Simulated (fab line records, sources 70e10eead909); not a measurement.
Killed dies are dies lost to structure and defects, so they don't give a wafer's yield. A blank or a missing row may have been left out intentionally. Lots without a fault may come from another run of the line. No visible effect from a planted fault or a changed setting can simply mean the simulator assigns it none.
Comparing a struck lot with a sound one :: flow nandHarc :: 17 steps out of a route of 1159
Sound: wafers L181.1, L181.2, L181.4. Wafers L187.2, L187.4, L187.6 were the ones struck. Last of all comes the cause.
For every step that has rows: the tool of each side, followed by ch and its chambers, followed by its first start. Under that, the readings that differ: sound wafers :: struck wafers :: difference of the means :: sigmas: that difference in standard deviations of wafers without a fault.
alike: readings with means less than 2 such deviations apart, plus words and numbers identical on both sides. not compared: withheld readings, readings lacking a value on some wafer, bounds such as >300 that could conceal the same value, and numbers that have no deviation in the record and whose values overlap.
The two part at a step that has a row with sigmas, a row that says differs or no value, or rows on one side only. Numbers that don't overlap but have no deviation are shown without sigmas and don't part them. A reading that every wafer of one side lacks parts them only if that side has two wafers or more.

NHARC_P_M2_INSPECT_11:
  sound on defectInspect-01, day 7 06:16; struck on defectInspect-01, day 8 14:03
  alike: rawDefectCount
then, 2 steps without rows for these wafers: NHARC_P_M2_DESCUM_14 (chemistry O2, time 3 s); NHARC_P_M2_ETCH_35 (etches the open film in N2/H2, target depth 40 nm, overetch 12 nm, time 43.94 s).
NHARC_P_M2_ETCH_15: etches the open film in C4F8/Ar, target depth 182.5 nm, time 91.2 s.
  sound on rieDiel-03 ch 0,1,2; struck on rieDiel-03 ch 1,3
  alike: oesProductAu, rfVppV
  not compared: rfHoursCounterH
NHARC_P_M2_CD_MEAS_16:
  sound on cdSem-03, day 7 06:38; struck on cdSem-03, day 8 14:25
  alike: cdNm
NHARC_P_M2_STRIP_18: strips in N2/H2.
  sound on rieDiel-03 ch 1,2,3, day 7 06:43; struck on rieDiel-03 ch 0,2,3, day 8 14:31
  alike: drypumpMotorCurrentA, n2FlowSccm, oesProductAu, powerW, rfVppV, showerheadPlenumPTorr, throttleValvePct
  not compared: rfHoursCounterH
NHARC_P_M2_ETCH_28: etches the open film in CF4/N2, target depth 30 nm, time 72.99 s.
  sound on rieDiel-03 ch 0,2,3; struck on rieDiel-03 ch 0,1,2
  alike: drypumpMotorCurrentA, n2FlowSccm, oesProductAu, rfVppV, showerheadPlenumPTorr, throttleValvePct
  not compared: rfHoursCounterH
then, 1 step without rows for these wafers: NHARC_P_M2_STRIP_19 (strips in post etch residue remover, time 600 s).
NHARC_P_M2_DEGAS_29: time 60 s.
  sound on pvdSputter-02, day 7 07:24; struck on pvdSputter-01, day 8 15:08
  alike: heaterPowerW
then, 1 step without rows for these wafers: NHARC_P_M2_PRE_CLEAN_30 (time 30 s).
NHARC_P_M2_PVD_20: deposits TaN, target thk 5 nm, time 8.06 s.
  sound on pvdSputter-02; struck on pvdSputter-01
  alike: throttleValvePct
then, 1 step without rows for these wafers: NHARC_P_M2_PVD_21 (deposits Cu, target thk 30 nm, time 20.49 s).
NHARC_P_M2_ECD_22: material Cu, target thk 400 nm.
  sound on ecdCu-02 ch 0,1, day 7 07:46; struck on ecdCu-01 ch 0,1, day 8 16:26
  alike: bathHeatDutyPct
then, 1 step without rows for these wafers: NHARC_P_M2_ANNEAL_31 (time 90 s).
NHARC_P_M2_CMP_23: polishes, t overpolish 20 s, target thk 144.3 nm.
  sound on cmp-02 ch 1,2,3, day 7 08:31; struck on cmp-01 ch 2,3, day 8 17:32
reading: timeToEndpointS (s)
sound: 29 29 38
struck: 61 60 60
difference: +28
sigmas: +8
  alike: motorCurrentA
NHARC_P_M2_THK_MEAS_24: measures by xrf.
  sound on filmMetro-02, day 7 08:50; struck on filmMetro-01, day 8 17:49
  alike: thkNm
-- the record jumps here: 16 days lie between the struck wafers' starts before and after (it left off in module P_M2 and takes up again in module END, whose first step shown is number 1159 of the route) --
NHARC_END_SORT_01:
  only the struck wafers appear in the record here, on prober-01 ch 0 at day 24 20:11; the sound ones have no rows

WHERE THEY PART
At NHARC_P_M2_CMP_23 first; at NHARC_END_SORT_01 last (within this record only).

WHY: what had been put in by the simulator
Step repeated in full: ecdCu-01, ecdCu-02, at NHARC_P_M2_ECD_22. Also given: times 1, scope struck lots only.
